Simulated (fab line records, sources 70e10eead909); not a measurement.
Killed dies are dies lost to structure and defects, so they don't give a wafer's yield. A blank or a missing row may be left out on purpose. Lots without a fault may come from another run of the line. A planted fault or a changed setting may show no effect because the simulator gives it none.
Which tool did it? | flow nand_harc | 14 lots, 42 wafers sampled, at 5 steps of a route of 1159

WHAT THE GAUGES READ, wafer by wafer
NHARC_P_STI_INSPECT_11. Usual: raw_defect_count 5.3, standard deviation 2.9.
lot  | measured    | on                | raw_defect_count | flag
L658 | day 2 14:31 | defect_inspect-01 | 4 10 6           |
L659 | day 3 02:23 | defect_inspect-01 | 9 9 6            |
L660 | day 3 02:14 | defect_inspect-01 | 4 3 3            |
L661 | day 3 11:58 | defect_inspect-02 | 2 0 4            |
L663 | day 4 01:03 | defect_inspect-01 | 2 1 9            |
L665 | day 4 13:33 | defect_inspect-01 | 12 10 7          |
L666 | day 4 13:31 | defect_inspect-02 | 5 1 4            |
L667 | day 4 22:55 | defect_inspect-01 | 6 3 9            |
L669 | day 5 11:13 | defect_inspect-01 | 5 3 5            |
L671 | day 6 00:32 | defect_inspect-02 | 8 8 7            |
L672 | day 6 05:07 | defect_inspect-01 | 8 6 5            |
L674 | day 6 18:08 | defect_inspect-02 | 3 4 9            |
L678 | day 7 19:26 | defect_inspect-02 | 5 7 6            |
L679 | day 8 00:29 | defect_inspect-02 | 6 6 7            |

NHARC_P_STI_OCD_MEAS_43. Usual: trench_depth_nm 301 nm, standard deviation 5.7; trench_foot_cd_nm 156.3 nm, standard deviation 2.7.
lot  | measured    | on     | trench_depth_nm (nm) | trench_foot_cd_nm (nm) | flag
L658 | day 2 15:41 | ocd-01 | 298 310 305          | 156.7 151.7 150.4      |
L659 | day 3 03:34 | ocd-01 | 291 303 292          | 156.5 155.0 158.3      |
L660 | day 3 03:28 | ocd-02 | 306 310 298          | 157.6 154.2 160.3      |
L661 | day 3 13:10 | ocd-02 | 298 301 303          | 154.5 155.9 155.1      |
L663 | day 4 02:14 | ocd-02 | 309 297 306          | 154.3 155.9 152.7      |
L665 | day 4 14:44 | ocd-02 | 298 308 297          | 160.2 154.9 157.7      |
L666 | day 4 14:42 | ocd-01 | 294 301 303          | 158.2 157.9 158.6      |
L667 | day 5 00:05 | ocd-02 | 304 297 299          | 153.8 156.2 154.5      |
L669 | day 5 12:52 | ocd-02 | 307 304 297          | 155.4 155.2 155.5      |
L671 | day 6 01:43 | ocd-01 | 300 311 293          | 152.2 155.2 158.5      |
L672 | day 6 06:17 | ocd-01 | 308 296 310          | 155.3 161.9 155.4      |
L674 | day 6 19:20 | ocd-01 | 290 305 310          | 157.9 151.9 151.1      |
L678 | day 7 20:45 | ocd-02 | 297 303 293          | 160.6 155.7 160.2      |
L679 | day 8 01:40 | ocd-02 | 295 300 307          | 159.6 156.3 155.5      |

NHARC_END_SORT_01. Usual: killed_at_array 27, standard deviation 10; killed_at_other 0.6, standard deviation 0.96; killed_at_periphery 3.4, standard deviation 2.7; killed_dies 31, standard deviation 10; killed_open 2.9, standard deviation 1.8; killed_short 1.8, standard deviation 1.4.
lot  | measured     | on        | killed_at_array | killed_at_other | killed_at_periphery | killed_dies | killed_open | killed_short | flag
L674 | day 23 12:58 | prober-02 | 22 18 17        | 0 0 0           | 655 659 660         | 677 677 677 | 4 3 5       | 2 4 0        | OFF
L678 | day 26 08:23 | prober-01 | 33 48 39        | 0 0 1           | 644 629 637         | 677 677 677 | 3 2 3       | 2 2 2        | OFF

WHICH TOOL RAN EACH LOT (tool, then ch and the chambers of the sampled wafers, then the start)
lot  | NHARC_P_ZERO_WELL_RTA_42        | NHARC_P_GATE_OXIDE_02
L658 | rtp_anneal-01 ch 0, day 2 01:18 | furnace-07 ch 0, day 3 23:32
L659 | rtp_anneal-02 ch 0, day 2 07:07 | furnace-07 ch 0, day 4 12:53
L660 | rtp_anneal-01 ch 0, day 2 13:10 | furnace-07 ch 0, day 4 12:53
L661 | rtp_anneal-02 ch 0, day 2 19:17 | furnace-02 ch 0, day 4 23:13
L663 | rtp_anneal-01 ch 0, day 3 07:02 | furnace-08 ch 0, day 5 09:16
L665 | rtp_anneal-02 ch 0, day 3 19:17 | furnace-08 ch 0, day 6 02:27
L666 | rtp_anneal-01 ch 0, day 4 00:44 | furnace-08 ch 0, day 6 02:27
L667 | rtp_anneal-02 ch 0, day 4 06:46 | furnace-07 ch 0, day 6 08:10
L669 | rtp_anneal-02 ch 0, day 4 19:06 | furnace-07 ch 0, day 7 05:14
L671 | rtp_anneal-01 ch 0, day 5 06:46 | furnace-07 ch 0, day 7 05:14
L672 | rtp_anneal-02 ch 0, day 5 13:00 | furnace-07 ch 0, day 7 05:14
L674 | rtp_anneal-02 ch 0, day 6 01:04 | furnace-02 ch 0, day 8 01:35
L678 | rtp_anneal-01 ch 0, day 7 00:52 | furnace-07 ch 0, day 9 05:52 and furnace-02 ch 0, day 9 10:23
L679 | rtp_anneal-02 ch 0, day 7 06:52 | furnace-07 ch 0, day 9 05:52
- NHARC_P_ZERO_WELL_RTA_42: time 300 s.
- NHARC_P_GATE_OXIDE_02: material SiO2, target thk 37.5 nm, ox time 365 s.

WHAT THE TOOLS THEMSELVES READ (means of the sampled wafers that have a number; where no wafer has one, the mark that the record gives instead)
NHARC_P_ZERO_WELL_RTA_42. Usual: lamp_power_pct 34 %, standard deviation 4.2; lamp_zone_3_pct 34 %, standard deviation 4.2; wafer_temp_C_max 1104.7, standard deviation 1.2.
lot  | tool          | lamp_power_pct (%) | lamp_zone_3_pct (%) | wafer_temp_C_max | flag
L658 | rtp_anneal-01 | 31                 | 31                  | 1105.4           |
L659 | rtp_anneal-02 | 39                 | 39                  | 1103.8           |
L660 | rtp_anneal-01 | 31                 | 31                  | 1104.6           |
L661 | rtp_anneal-02 | 39                 | 39                  | 1103.2           |
L663 | rtp_anneal-01 | 31                 | 31                  | 1105.0           |
L665 | rtp_anneal-02 | 39                 | 39                  | 1104.8           |
L666 | rtp_anneal-01 | 31                 | 31                  | 1105.3           |
L667 | rtp_anneal-02 | 39                 | 39                  | 1103.3           |
L669 | rtp_anneal-02 | 39                 | 39                  | 1103.8           |
L671 | rtp_anneal-01 | 31                 | 31                  | 1106.2           |
L672 | rtp_anneal-02 | 39                 | 39                  | 1104.0           |
L674 | rtp_anneal-02 | 39                 | 39                  | 1103.1           |
L678 | rtp_anneal-01 | 31                 | 31                  | 1106.0           |
L679 | rtp_anneal-02 | 39                 | 39                  | 1104.0           |

NHARC_P_GATE_OXIDE_02. Usual: tube_center_temp_C 950 C, standard deviation 0.084; zone_power_upper_pct 20.2 %, standard deviation 1.4.
lot  | tool                  | tube_center_temp_C (C) | zone_power_upper_pct (%) | flag
L658 | furnace-07            | 950                    | 19.0                     |
L659 | furnace-07            | 950                    | 19.1                     |
L660 | furnace-07            | 950                    | 18.9                     |
L661 | furnace-02            | 950                    | 20.8                     |
L663 | furnace-08            | 950                    | 21.9                     |
L665 | furnace-08            | 950                    | 21.8                     |
L666 | furnace-08            | 950                    | 22.0                     |
L667 | furnace-07            | 950                    | 18.8                     |
L669 | furnace-07            | 950                    | 19.1                     |
L671 | furnace-07            | 950                    | 18.8                     |
L672 | furnace-07            | 950                    | 19.1                     |
L674 | furnace-02            | 950                    | 20.7                     |
L678 | furnace-07/furnace-02 | 950                    | 19.9                     |
L679 | furnace-07            | 950                    | 18.9                     |

THE ANSWER, worked out from the rows above alone
Rule: a lot is off if the mean of its wafers that have a number lies more than 3 standard deviations from the usual mean. A lot without any number at a reading at which 4 lots or more have one is off too. The other lots that the step has rows for count as sound. The gauges are gone through in route order, then the tools' own readings, and for those a lot's mean is taken as printed above. The first step at which some lot is off is used, and at that step the reading that is off furthest; a lot without a number counts as furthest.
Off: L674, L678, at NHARC_END_SORT_01 (killed_at_periphery). Neither off nor sound, because the step has no rows for them: L658, L659, L660, L661, L663, L665, L666, L667, L669, L671, L672, L679.
A tool fits if, at a process step before that reading, it ran every lot that is off, and no sound lot after the first of them. The gauges at NHARC_END_SORT_01 are tried like those tools. One fits: furnace-02 at NHARC_P_GATE_OXIDE_02. It ran no sound lot before its first lot that is off in this sample, so the start can't be narrowed down.

WHAT THE SIMULATOR HAD PUT IN
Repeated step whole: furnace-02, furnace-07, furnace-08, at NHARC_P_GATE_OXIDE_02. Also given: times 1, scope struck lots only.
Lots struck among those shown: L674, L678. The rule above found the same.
